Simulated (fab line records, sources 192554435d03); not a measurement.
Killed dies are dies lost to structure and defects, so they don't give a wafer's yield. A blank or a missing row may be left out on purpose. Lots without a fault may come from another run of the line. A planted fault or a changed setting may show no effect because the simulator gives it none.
Chamber matching | flow n5_finfet | N5_BEOL_M5_ETCH_72 on rie_diel-03: 4 sister chambers
The step etches underlayer in N2/H2, target depth 6.5 nm, time 5.2 s. 20 wafers are shown with their chamber, then 10 later ones without.

WAFERS WITH THEIR CHAMBER
wafer  | chamber | showerhead_plenum_p_Torr (Torr) | drypump_motor_current_A (A) | throttle_valve_pct (%)
L074.3 | 0       | 2.67                            | 5.7                         | 18.17
L074.5 | 1       | 2.53                            | 5.7                         | 17.99
L074.6 | 2       | 2.43                            | 5.5                         | 18.10
L075.3 | 1       | 2.52                            | 5.7                         | 18.00
L075.4 | 2       | 2.43                            | 5.5                         | 18.07
L075.6 | 2       | 2.43                            | 5.5                         | 18.13
L081.2 | 1       | 2.52                            | 5.8                         | 18.02
L081.5 | 0       | 2.66                            | 5.7                         | 18.20
L081.6 | 3       | 2.62                            | 5.2                         | 17.87
L085.2 | 3       | 2.62                            | 5.3                         | 17.95
L085.4 | 0       | 2.66                            | 5.7                         | 18.17
L085.5 | 3       | 2.62                            | 5.3                         | 17.91
L088.1 | 2       | 2.42                            | 5.5                         | 18.16
L088.3 | 1       | 2.51                            | 5.8                         | 18.05
L088.5 | 1       | 2.51                            | 5.8                         | 18.06
L090.2 | 2       | 2.42                            | 5.5                         | 18.19
L090.5 | 3       | 2.62                            | 5.3                         | 17.92
L090.6 | 0       | 2.66                            | 5.7                         | 18.19
L091.1 | 1       | 2.51                            | 5.8                         | 18.05
L091.2 | 2       | 2.42                            | 5.5                         | 18.16

SIGNATURES (means of the wafers above)
reading                  | chamber 0 | chamber 1 | chamber 2 | chamber 3 | scatter within a chamber
showerhead_plenum_p_Torr | 2.6625    | 2.5167    | 2.4250    | 2.6200    | 0.00591
drypump_motor_current_A  | 5.700     | 5.767     | 5.500     | 5.275     | 0.0361
throttle_valve_pct       | 18.1825   | 18.0283   | 18.1350   | 17.9125   | 0.0335
Rule: a wafer's distance from a chamber is the root of the sum, over the readings, of the square of ((its reading less the chamber's mean) divided by the reading's scatter). The wafer belongs to the nearest chamber; if the next one is less than 2 further off, it can't be placed. The scatter: the root of (the sum of the squares of (reading less its chamber's mean) over the shown wafers, divided by (wafers less chambers)).

WAFERS WITHOUT THEIR CHAMBER
wafer  | showerhead_plenum_p_Torr (Torr) | drypump_motor_current_A (A) | throttle_valve_pct (%)
L091.6 | 2.51                            | 5.8                         | 18.05
L092.1 | 2.61                            | 5.3                         | 17.94
L092.3 | 2.65                            | 5.6                         | 18.22
L092.4 | 2.42                            | 5.5                         | 18.16
L094.1 | 2.61                            | 5.3                         | 17.94
L094.2 | 2.51                            | 5.7                         | 18.05
L094.3 | 2.41                            | 5.5                         | 18.19
L095.2 | 2.41                            | 5.5                         | 18.17
L095.3 | 2.61                            | 5.2                         | 17.92
L095.5 | 2.41                            | 5.5                         | 18.17

WHICH CHAMBER EACH WENT THROUGH
wafer  | from the rows above | in truth
L091.6 | 1                   | 1
L092.1 | 3                   | 3
L092.3 | 0                   | 0
L092.4 | 2                   | 2
L094.1 | 3                   | 3
L094.2 | 1                   | 1
L094.3 | 2                   | 2
L095.2 | 2                   | 2
L095.3 | 3                   | 3
L095.5 | 2                   | 2
Placed correctly: 10 of 10. Can't be placed from these rows: 0. Placed wrongly: 0.
